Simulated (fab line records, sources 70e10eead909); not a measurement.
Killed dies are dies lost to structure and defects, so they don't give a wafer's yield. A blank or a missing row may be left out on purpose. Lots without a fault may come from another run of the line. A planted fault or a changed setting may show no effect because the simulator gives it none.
Chamber matching | flow nand_harc | NHARC_A_STAIRCASE_ETCH_444 on rie_diel-04: 4 sister chambers
The step etches the open film in C4F8/O2, target depth 10200 nm, time 3400 s. 4 wafers are shown with their chamber, then 8 later ones without.

WAFERS WITH THEIR CHAMBER
wafer  | chamber | rf_vpp_V (V)
L088.5 | 0       | 808
L088.6 | 1       | 811
L086.5 | 3       | 805
L093.4 | 2       | 807

WAFERS WITHOUT THEIR CHAMBER
wafer  | rf_vpp_V (V)
L093.5 | 807
L093.6 | 806
L094.3 | 809
L094.4 | 805
L094.5 | 810
L097.1 | 810
L097.5 | 810
L097.6 | 806

WHICH CHAMBER EACH WENT THROUGH
wafer  | from the rows above          | in truth
L093.5 | can't be placed: 2 or 0      | 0
L093.6 | can't be placed: 2 or 3 or 0 | 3
L094.3 | can't be placed: 0 or 1 or 2 | 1
L094.4 | 3                            | 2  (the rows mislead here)
L094.5 | can't be placed: 1 or 0      | 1
L097.1 | can't be placed: 1 or 0      | 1
L097.5 | can't be placed: 1 or 0      | 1
L097.6 | can't be placed: 2 or 3 or 0 | 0
Placed correctly: 0 of 8. Can't be placed from these rows: 7 (the true chamber is among the candidates in 7). Placed wrongly: 1.
How it was worked out, from the rows above alone: a wafer's distance from a chamber is the root of the sum, over the readings, of the square of ((its reading less the chamber's mean) divided by the reading's scatter). The wafer belongs to the nearest chamber; if the next one is less than 2 further off, it can't be placed. A chamber's mean is the mean of its shown wafers. The scatter: with one shown wafer a chamber, the root of the mean of the squares of how far each hidden wafer lies from its nearest shown one.
